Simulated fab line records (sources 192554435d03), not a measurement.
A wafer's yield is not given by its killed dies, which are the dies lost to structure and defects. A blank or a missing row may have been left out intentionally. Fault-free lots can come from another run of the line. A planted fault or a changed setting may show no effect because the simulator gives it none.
Matching of chambers	flow n5 finfet	3 sister chambers for N5_BEOL_M4_ILD_DEP_00 on pecvd-03
The step deposits SiOC from DEMS/O2, target thk 79 nm, time 15.3 s. 3 wafers are shown with their chamber, then 7 later ones without.

## WAFERS, EACH WITH ITS CHAMBER
wafer	chamber	heater power w (W)
L090.2	2	468
L088.1	0	533
L088.3	1	472

## WAFERS WHOSE CHAMBER IS MISSING
wafer	heater power w (W)
L088.4	538
L089.1	502
L089.4	512
L089.5	506
L096.2	484
L096.4	482
L096.6	427

## WHICH CHAMBER EACH WENT THROUGH
wafer	from the rows above	in truth
L088.4	0	0
L089.1	can't be placed: 1 or 0 or 2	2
L089.4	can't be placed: 0 or 1 or 2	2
L089.5	can't be placed: 0 or 1 or 2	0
L096.2	can't be placed: 1 or 2 or 0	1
L096.4	can't be placed: 1 or 2 or 0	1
L096.6	can't be placed: 2 or 1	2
Placed correctly: 1 of 7. Not placeable from these rows: 6 (in 6, the candidates include the true chamber). Wrongly placed: 0.
How it was worked out, from the rows above alone: a wafer's distance from a chamber is the root of the sum, over the readings, of the square of ((its reading less the chamber's mean) divided by the reading's scatter). If the next closest chamber is less than 2 further off than the closest, the wafer can't be placed; otherwise it belongs to the closest. The mean given for a chamber averages the wafers shown for that chamber. The scatter (one wafer shown for each chamber): square how far every hidden wafer sits from the nearest shown wafer, average those squares and take the square root.
